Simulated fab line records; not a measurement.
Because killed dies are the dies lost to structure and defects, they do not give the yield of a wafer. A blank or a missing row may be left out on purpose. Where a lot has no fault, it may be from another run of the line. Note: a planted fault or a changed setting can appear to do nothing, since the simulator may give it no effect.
fab line records :: flow nand_harc
[record]
  lots = 6
  wafers = 18
  last_day = 33
route steps=1302 shown A_M0@1164 A_M1@1169
lots untouched by any fault: they come from a run of this same line in which no faults occurred
start_h: start of the lot's first displayed wafer, in hours after the record's first day :: wait_h: hours elapsed since this lot's preceding step :: " as in the row above :: L1.1+2: a row that stands for several wafers :: - no value present, or no start provided :: * or withheld: withheld :: < > ~ a bound
route shown NAME@n: names a module that has steps shown in the file, with the first one's number in the route :: usual: mean/standard deviation taken from wafers without a fault :: same: alike in all rows :: chamber/n: place in a boat :: sites: the reading at each site :: _std_site: the values' standard deviation :: _edge_site: inner sites' mean taken away from outer sites' mean :: radius_mm: for every site, how far away it sits from the centre of the wafer :: mask NAME#n: copy n :: behind: the most recent tool/chamber to have shaped the wafer :: hold: why the lot was held/for how many hours/how that ended :: device: transistor that didn't switch, given as n, p or np :: end of line: the route-end tests of the same wafers :: step lacking rows: just its recipe :: killed: at the first sort, the dies lost to defects and structure; wafer yield is something else :: map: a wafer's dies, marking killed ones x, the rest . and places with no die _
set.NAME: the setting as run; set.NAME@STEP: as run at that earlier step :: model.NAME: the simulator's own value behind a step, which no gauge read
lots at selected steps of the route; one table per step, one row per wafer
services: from which hour (start_h, from the record's first day; less than 0 if before it) a tool's chamber was out of use, for how many hours, and why
[[steps]]
[step NHARC_A_M0_SRD_25]
[step NHARC_A_M0_INSPECT_27]
[usual]
  raw_defect_count = 560/160
lot.wafer: L614.2
tool: defect_inspect-01
chamber: -
start_h: 546.51
wait_h: 0.0
raw_defect_count: 367

lot.wafer: L614.4
tool: defect_inspect-01
chamber: -
start_h: 546.51
wait_h: 0.0
raw_defect_count: 384

lot.wafer: L614.5
tool: defect_inspect-01
chamber: -
start_h: 546.51
wait_h: 0.0
raw_defect_count: 377

lot.wafer: L617.2
tool: defect_inspect-02
chamber: -
start_h: 568.37
wait_h: 0.0
raw_defect_count: 624

lot.wafer: L617.4
tool: defect_inspect-02
chamber: -
start_h: 568.37
wait_h: 0.0
raw_defect_count: 672

lot.wafer: L617.6
tool: defect_inspect-02
chamber: -
start_h: 568.37
wait_h: 0.0
raw_defect_count: 547

lot.wafer: L623.2
tool: defect_inspect-01
chamber: -
start_h: 650.30
wait_h: 0.0
raw_defect_count: 647

lot.wafer: L623.3
tool: defect_inspect-01
chamber: -
start_h: 650.30
wait_h: 0.0
raw_defect_count: 450

lot.wafer: L623.4
tool: defect_inspect-01
chamber: -
start_h: 650.30
wait_h: 0.0
raw_defect_count: 439

lot.wafer: L624.1
tool: defect_inspect-01
chamber: -
start_h: 667.11
wait_h: 0.0
raw_defect_count: 367

lot.wafer: L624.2
tool: defect_inspect-01
chamber: -
start_h: 667.11
wait_h: 0.0
raw_defect_count: 407

lot.wafer: L624.4
tool: defect_inspect-01
chamber: -
start_h: 667.11
wait_h: 0.0
raw_defect_count: 400

lot.wafer: L631.2
tool: defect_inspect-02
chamber: -
start_h: 719.89
wait_h: 0.0
raw_defect_count: 417

lot.wafer: L631.4
tool: defect_inspect-02
chamber: -
start_h: 719.89
wait_h: 0.0
raw_defect_count: 459

lot.wafer: L631.5
tool: defect_inspect-02
chamber: -
start_h: 719.89
wait_h: 0.0
raw_defect_count: 450

lot.wafer: L632.4
tool: defect_inspect-02
chamber: -
start_h: 738.12
wait_h: 0.0
raw_defect_count: 517

lot.wafer: L632.5
tool: defect_inspect-02
chamber: -
start_h: 738.12
wait_h: 0.0
raw_defect_count: 518

lot.wafer: L632.6
tool: defect_inspect-02
chamber: -
start_h: 738.12
wait_h: 0.0
raw_defect_count: 658
[step NHARC_A_M0_PRE_CLEAN_31]
[recipe]
  time_s = 12
  temp_c = 370
  rf_power_w = 300
  gas = NH3
[usual]
  heater_power_w = 636/61
lot.wafer: L614.2
tool: pecvd-02
chamber: 2
start_h: 546.61
wait_h: 0.1
heater_power_w: 644

lot.wafer: L614.4
tool: pecvd-02
chamber: 0
start_h: 546.61
wait_h: 0.1
heater_power_w: 688

lot.wafer: L614.5
tool: pecvd-02
chamber: 1
start_h: 546.61
wait_h: 0.1
heater_power_w: 647

lot.wafer: L617.2
tool: pecvd-03
chamber: 0
start_h: 568.46
wait_h: 0.1
heater_power_w: 682

lot.wafer: L617.4
tool: pecvd-03
chamber: 1
start_h: 568.46
wait_h: 0.1
heater_power_w: 622

lot.wafer: L617.6
tool: pecvd-03
chamber: 0
start_h: 568.46
wait_h: 0.1
heater_power_w: 693

lot.wafer: L623.2
tool: pecvd-01
chamber: 2
start_h: 650.36
wait_h: 0.1
heater_power_w: 709

lot.wafer: L623.3
tool: pecvd-01
chamber: 1
start_h: 650.36
wait_h: 0.1
heater_power_w: 575

lot.wafer: L623.4
tool: pecvd-01
chamber: 2
start_h: 650.36
wait_h: 0.1
heater_power_w: 716

lot.wafer: L624.1
tool: pecvd-02
chamber: 1
start_h: 667.18
wait_h: 0.1
heater_power_w: 583

lot.wafer: L624.2
tool: pecvd-02
chamber: 0
start_h: 667.18
wait_h: 0.1
heater_power_w: 657

lot.wafer: L624.4
tool: pecvd-02
chamber: 2
start_h: 667.18
wait_h: 0.1
heater_power_w: 655

lot.wafer: L631.2
tool: pecvd-02
chamber: 1
start_h: 719.98
wait_h: 0.1
heater_power_w: 630

lot.wafer: L631.5
tool: pecvd-02
chamber: 2
start_h: 719.98
wait_h: 0.1
heater_power_w: 643

lot.wafer: L631.4
tool: pecvd-02
chamber: 1
start_h: 719.98
wait_h: 0.1
heater_power_w: 634

lot.wafer: L632.6
tool: pecvd-01
chamber: 2
start_h: 738.23
wait_h: 0.1
heater_power_w: 692

lot.wafer: L632.4
tool: pecvd-01
chamber: 0
start_h: 738.23
wait_h: 0.1
heater_power_w: 745

lot.wafer: L632.5
tool: pecvd-01
chamber: 1
start_h: 738.23
wait_h: 0.1
heater_power_w: 516
[step NHARC_A_M0_DEP_32]
[recipe]
  target_thk_a = 300
  temp_c = 370
  target_thk_nm = 30
  pressure_torr = 3
  flow_sccm = 200
  rf_w = 450
  material = SiCN
[usual]
  heater_power_w = 576/57
lot.wafer: L614.2
tool: pecvd-02
chamber: 2
start_h: 546.75
wait_h: 0.1
heater_power_w: 588

lot.wafer: L614.4
tool: pecvd-02
chamber: 0
start_h: 546.75
wait_h: 0.1
heater_power_w: 555

lot.wafer: L614.5
tool: pecvd-02
chamber: 1
start_h: 546.75
wait_h: 0.1
heater_power_w: 550

lot.wafer: L617.2
tool: pecvd-03
chamber: 0
start_h: 568.60
wait_h: 0.1
heater_power_w: 544

lot.wafer: L617.4
tool: pecvd-03
chamber: 1
start_h: 568.60
wait_h: 0.1
heater_power_w: 564

lot.wafer: L617.6
tool: pecvd-03
chamber: 0
start_h: 568.60
wait_h: 0.1
heater_power_w: 539

lot.wafer: L623.2
tool: pecvd-01
chamber: 2
start_h: 650.44
wait_h: 0.1
heater_power_w: 545

lot.wafer: L623.3
tool: pecvd-01
chamber: 1
start_h: 650.44
wait_h: 0.1
heater_power_w: 507

lot.wafer: L623.4
tool: pecvd-01
chamber: 2
start_h: 650.44
wait_h: 0.1
heater_power_w: 562

lot.wafer: L624.1
tool: pecvd-02
chamber: 1
start_h: 667.26
wait_h: 0.1
heater_power_w: 580

lot.wafer: L624.2
tool: pecvd-02
chamber: 0
start_h: 667.26
wait_h: 0.1
heater_power_w: 651

lot.wafer: L624.4
tool: pecvd-02
chamber: 2
start_h: 667.26
wait_h: 0.1
heater_power_w: 609

lot.wafer: L631.2
tool: pecvd-02
chamber: 1
start_h: 720.12
wait_h: 0.1
heater_power_w: 576

lot.wafer: L631.5
tool: pecvd-02
chamber: 2
start_h: 720.12
wait_h: 0.1
heater_power_w: 569

lot.wafer: L631.4
tool: pecvd-02
chamber: 1
start_h: 720.12
wait_h: 0.1
heater_power_w: 589

lot.wafer: L632.6
tool: pecvd-01
chamber: 2
start_h: 738.40
wait_h: 0.2
heater_power_w: 559

lot.wafer: L632.4
tool: pecvd-01
chamber: 0
start_h: 738.40
wait_h: 0.2
heater_power_w: 572

lot.wafer: L632.5
tool: pecvd-01
chamber: 1
start_h: 738.40
wait_h: 0.2
heater_power_w: 488
[step NHARC_A_M1_DEP_00]
[recipe]
  target_thk_a = 1825
  target_thk_nm = 182.5
  temp_c = withheld
  pressure_torr = 5
  flow_sccm = 200
  rf_w = 600
  material = SiOC
[step NHARC_A_M1_DEHYDRATE_01]
[recipe]
  temp_c = 150
  time_s = 120
[step NHARC_A_M1_HMDS_02]
[recipe]
  time_s = 30
[step NHARC_A_M1_COAT_34]
[recipe]
  temp_c = 200
  time_s = 65
[step NHARC_A_M1_COAT_03]
[recipe]
  spin_rpm = 1500
  resist_thk_nm = 90
[step NHARC_A_M1_SOFTBAKE_04]
[recipe]
  temp_c = 105
  time_s = 55
[step NHARC_A_M1_EBR_05]
[step NHARC_A_M1_EXPOSE_06]
[recipe]
  na = 1.35
  target_cd_nm = 120
  dose_mj = 75.13
  mask_id = A_M1
[usual]
  exposure_dose_mJ_cm2 = 75.8/0.62
  focus_offset_nm = 0.1/0.48
  na = 1.35/0
lot.wafer: L614.2
tool: arfi_scanner-01
chamber: 0
start_h: 547.91
wait_h: -
mask: A_M1#0
exposure_dose_mJ_cm2: 76.6
focus_offset_nm: -0.3
na: 1.35

lot.wafer: L614.4
tool: arfi_scanner-01
chamber: 0
start_h: 547.91
wait_h: -
mask: A_M1#0
exposure_dose_mJ_cm2: 76.6
focus_offset_nm: 0.1
na: 1.35

lot.wafer: L614.5
tool: arfi_scanner-01
chamber: 0
start_h: 547.91
wait_h: -
mask: A_M1#0
exposure_dose_mJ_cm2: 76.5
focus_offset_nm: -0.4
na: 1.35

lot.wafer: L617.2
tool: arfi_scanner-02
chamber: 0
start_h: 569.62
wait_h: -
mask: A_M1#0
exposure_dose_mJ_cm2: 75.0
focus_offset_nm: -0.4
na: 1.35

lot.wafer: L617.4
tool: arfi_scanner-02
chamber: 0
start_h: 569.62
wait_h: -
mask: A_M1#0
exposure_dose_mJ_cm2: 75.1
focus_offset_nm: -0.3
na: 1.35

lot.wafer: L617.6
tool: arfi_scanner-02
chamber: 0
start_h: 569.62
wait_h: -
mask: A_M1#0
exposure_dose_mJ_cm2: 75.1
focus_offset_nm: 0.6
na: 1.35

lot.wafer: L623.2
tool: arfi_scanner-02
chamber: -
start_h: 651.56
wait_h: -
mask: A_M1#0
exposure_dose_mJ_cm2: -
focus_offset_nm: -
na: -

lot.wafer: L623.3
tool: arfi_scanner-02
chamber: -
start_h: 651.56
wait_h: -
mask: A_M1#0
exposure_dose_mJ_cm2: -
focus_offset_nm: -
na: -

lot.wafer: L623.4
tool: arfi_scanner-02
chamber: -
start_h: 651.56
wait_h: -
mask: A_M1#0
exposure_dose_mJ_cm2: -
focus_offset_nm: -
na: -

lot.wafer: L624.1
tool: arfi_scanner-02
chamber: -
start_h: 668.24
wait_h: -
mask: A_M1#0
exposure_dose_mJ_cm2: -
focus_offset_nm: -
na: -

lot.wafer: L624.2
tool: arfi_scanner-02
chamber: -
start_h: 668.24
wait_h: -
mask: A_M1#0
exposure_dose_mJ_cm2: -
focus_offset_nm: -
na: -

lot.wafer: L624.4
tool: arfi_scanner-02
chamber: -
start_h: 668.24
wait_h: -
mask: A_M1#0
exposure_dose_mJ_cm2: -
focus_offset_nm: -
na: -

lot.wafer: L631.2
tool: arfi_scanner-03
chamber: 0
start_h: 721.13
wait_h: -
mask: A_M1#0
exposure_dose_mJ_cm2: 76.1
focus_offset_nm: 0.6
na: 1.35

lot.wafer: L631.4
tool: arfi_scanner-03
chamber: 0
start_h: 721.13
wait_h: -
mask: A_M1#0
exposure_dose_mJ_cm2: 76.2
focus_offset_nm: -0.4
na: 1.35

lot.wafer: L631.5
tool: arfi_scanner-03
chamber: 0
start_h: 721.13
wait_h: -
mask: A_M1#0
exposure_dose_mJ_cm2: 76.0
focus_offset_nm: -0.5
na: 1.35

lot.wafer: L632.4
tool: arfi_scanner-03
chamber: 0
start_h: 739.39
wait_h: -
mask: A_M1#0
exposure_dose_mJ_cm2: 76.2
focus_offset_nm: -0.3
na: 1.35

lot.wafer: L632.5
tool: arfi_scanner-03
chamber: 0
start_h: 739.39
wait_h: -
mask: A_M1#0
exposure_dose_mJ_cm2: 76.1
focus_offset_nm: -0.1
na: 1.35

lot.wafer: L632.6
tool: arfi_scanner-03
chamber: 0
start_h: 739.39
wait_h: -
mask: A_M1#0
exposure_dose_mJ_cm2: 76.1
focus_offset_nm: -0.2
na: 1.35
[step NHARC_A_M1_PEB_07]
[recipe]
  peb_temp_c = 100
  peb_time_s = 65
[[services]]
tool: pecvd-03
chamber: 0
start_h: 537.78
hours: 21.3
kind: repair

tool: pecvd-02
chamber: -
start_h: 542.50
hours: 0.3
kind: repair

tool: pecvd-02
chamber: 0
start_h: 547.26
hours: 2.7
kind: repair

tool: pecvd-03
chamber: -
start_h: 547.59
hours: 13.0
kind: pm

tool: arfi_scanner-03
chamber: -
start_h: 556.99
hours: 0.4
kind: repair

tool: pecvd-03
chamber: -
start_h: 562.38
hours: 1.0
kind: repair

tool: arfi_scanner-02
chamber: -
start_h: 566.04
hours: 1.1
kind: repair

tool: arfi_scanner-01
chamber: -
start_h: 567.29
hours: 0.7
kind: repair

tool: pecvd-01
chamber: -
start_h: 568.58
hours: 1.2
kind: repair

tool: arfi_scanner-03
chamber: -
start_h: 569.67
hours: 4.0
kind: pm

tool: pecvd-02
chamber: -
start_h: 589.62
hours: 13.0
kind: pm

tool: arfi_scanner-01
chamber: -
start_h: 596.00
hours: 4.0
kind: pm

tool: pecvd-01
chamber: 1
start_h: 600.05
hours: 23.8
kind: repair

tool: arfi_scanner-03
chamber: -
start_h: 616.97
hours: 1.1
kind: repair

tool: arfi_scanner-03
chamber: -
start_h: 622.31
hours: 5.5
kind: repair

tool: pecvd-02
chamber: 1
start_h: 644.96
hours: 11.9
kind: repair

tool: arfi_scanner-03
chamber: -
start_h: 655.97
hours: 0.3
kind: repair

tool: arfi_scanner-02
chamber: -
start_h: 656.00
hours: 4.0
kind: pm

tool: arfi_scanner-01
chamber: -
start_h: 656.22
hours: 18.5
kind: repair

tool: arfi_scanner-03
chamber: -
start_h: 666.41
hours: 1.3
kind: repair

tool: pecvd-01
chamber: -
start_h: 673.21
hours: 13.0
kind: pm

tool: pecvd-02
chamber: 0
start_h: 674.62
hours: 6.8
kind: repair

tool: arfi_scanner-01
chamber: -
start_h: 689.26
hours: 1.0
kind: repair

tool: pecvd-03
chamber: -
start_h: 728.59
hours: 13.0
kind: pm
[[key]]
[first_sign]
  step = NHARC_A_M1_EXPOSE_06
  reading = tool_record
  direction = missing
effect none on later readings
met_at NHARC_A_M1_EXPOSE_06
struck_wafers L623.2,L623.3,L623.4,L624.1,L624.2,L624.4
later_rows_left_out L623.2,L623.3,L623.4,L624.1,L624.2,L624.4
sort_left_out L623.2,L623.3,L623.4,L624.1,L624.2,L624.4
onset_between 569.62 651.56
[fault]
  kind = skipped_step_whole
  tool = arfi_scanner-02
  chamber = -
  onset_h = 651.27
  steps = NHARC_A_M1_EXPOSE_06
  scope = struck_lots_only
// sort_left_out: the simulated sort isn't trusted on such a fault, so these wafers' sort isn't shown, and their yield isn't known
// later_rows_left_out: the simulator's readings of these wafers behind a module that went badly wrong aren't trusted and aren't shown, but for the sort
